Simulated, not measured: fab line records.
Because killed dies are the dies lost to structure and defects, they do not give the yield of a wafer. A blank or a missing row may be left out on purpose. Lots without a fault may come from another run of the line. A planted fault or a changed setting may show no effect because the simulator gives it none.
Comparing a struck lot with a sound one || flow nand_harc || 15 steps out of a route of 1302
Sound: these wafers, L208.1, L208.2, L208.6. Struck: wafers L220.3, L220.5. (L220.2 of the same lot was not struck and is left out.) The cause comes at the end.
Each step with rows lists, per side, the tool, then ch with its chambers, then its first start. Under that, the readings that differ: sound wafers || struck wafers || difference of the means || sigmas: that difference in standard deviations of wafers without a fault.
alike: readings whose means differ by less than 2 such deviations, and words and numbers that are the same on both sides. not compared: withheld readings, readings that some wafer has no value for, bounds like >300 that may hide the same value, and numbers for which the record gives no deviation and whose values overlap.
The two part at a step that has a row with sigmas, a row that says differs or no value, or rows on one side only. Numbers that have no deviation but don't overlap get no sigmas and don't part them. A reading missing from all wafers of one side parts the sides only when that side holds two or more wafers.

NHARC_A_BLC_INSPECT_12:
  sound on defect_inspect-02 at day 22 23:46; struck on defect_inspect-02 at day 28 05:13
  alike: raw_defect_count
then, 1 step without rows for these wafers: NHARC_A_BLC_DESCUM_15 (chemistry O2, time 3 s).
NHARC_A_BLC_ETCH_16: etches the open film in CF4, target depth 39 nm, time 65 s.
  sound on rie_diel-07 ch 0,3, day 22 23:56; struck on rie_diel-09 ch 2,3, day 28 05:23
{"reading": "drypump_motor_current_A (A)", "sound": "6.1 6.1 6.1", "struck": "4.9 5.6", "difference": -0.8, "sigmas": -2}
  alike: oes_product_au, rf_vpp_V, showerhead_plenum_p_Torr, throttle_valve_pct
  not compared: rf_hours_counter_h
NHARC_A_BLC_ETCH_17: etches the open film in N2/H2, target depth 390 nm, time 609.38 s.
  sound: rie_diel-07 ch 0,2; struck: rie_diel-09 ch 1,3
  alike: drypump_motor_current_A, oes_product_au, rf_vpp_V, showerhead_plenum_p_Torr, throttle_valve_pct
  not compared: rf_hours_counter_h
then, 1 step without rows for these wafers: NHARC_A_BLC_ETCH_18 (etches the open film in C4F8/O2/Ar, target depth 910 nm).
NHARC_A_BLC_CD_MEAS_19:
  sound on cd_sem-03 at day 23 00:48; struck on cd_sem-01 at day 28 06:26
  alike: cd_nm
NHARC_A_BLC_STRIP_29: strips in CF4.
  sound on rie_diel-04 ch 1,3, day 23 00:53; struck on rie_diel-09 ch 3, day 28 06:32
  alike: drypump_motor_current_A, oes_product_au, rf_vpp_V, showerhead_plenum_p_Torr, throttle_valve_pct
  not compared: rf_hours_counter_h
then, 2 steps without rows for these wafers: NHARC_A_BLC_STRIP_21 (strips in O2); NHARC_A_BLC_STRIP_22 (strips in post etch residue remover, time 600 s).
NHARC_A_BLC_DEGAS_30: time 60 s.
  sound on pvd_sputter-02 at day 23 01:24; struck on pvd_sputter-01 at day 28 07:05
  alike: heater_power_w
then, 1 step without rows for these wafers: NHARC_A_BLC_PRE_CLEAN_31 (time 15 s).
NHARC_A_BLC_PVD_32: deposits Ti, target thk 5 nm, time 17.7 s.
  sound on pvd_sputter-02; struck on pvd_sputter-01
{"reading": "throttle_valve_pct (%)", "sound": "28.5 28.5 28.5", "struck": "30.3 31.6", "difference": "+2.5", "sigmas": "+2"}
  alike: chamber_pressure_pa
NHARC_A_BLC_ALD_23: deposits TiN, target thk 3 nm, pulse time 1 s, ald cycles 150.
  sound on ald_metal-04 ch 1,2, day 23 01:38; struck on ald_metal-01 ch 0, day 28 07:20
{"reading": "ald_cycles", "sound": "150 150 150", "struck": "57 57", "difference": -93, "sigmas": ""}
{"reading": "heater_power_w (W)", "sound": "964 943 1037", "struck": "1328 1365", "difference": "+365", "sigmas": "+3"}
  alike: precursor_pulse_height_rel
then, 1 step without rows for these wafers: NHARC_A_BLC_CVD_24 (deposits W, target thk 150 nm, time 434 s).
NHARC_END_SORT_01:
  sound on prober-01 ch 0, day 25 00:02; struck on prober-02 ch 0, day 30 06:09
{"reading": "hold", "sound": "- - -", "struck": "await_dispo/3.4h/release await_dispo/3.4h/release", "difference": "no value on the sound wafers", "sigmas": ""}
{"reading": "killed_at_array", "sound": "59 47 56", "struck": "675 672", "difference": "+620", "sigmas": "+36"}
{"reading": "killed_dies", "sound": "62 48 60", "struck": "677 677", "difference": "+620", "sigmas": "+36"}
  alike: killed_at_other, killed_at_periphery, killed_open, killed_short

== WHERE THEY PART ==
At NHARC_A_BLC_ETCH_16 first; at NHARC_END_SORT_01 last (within this record only).

WHY: what the simulator had put in
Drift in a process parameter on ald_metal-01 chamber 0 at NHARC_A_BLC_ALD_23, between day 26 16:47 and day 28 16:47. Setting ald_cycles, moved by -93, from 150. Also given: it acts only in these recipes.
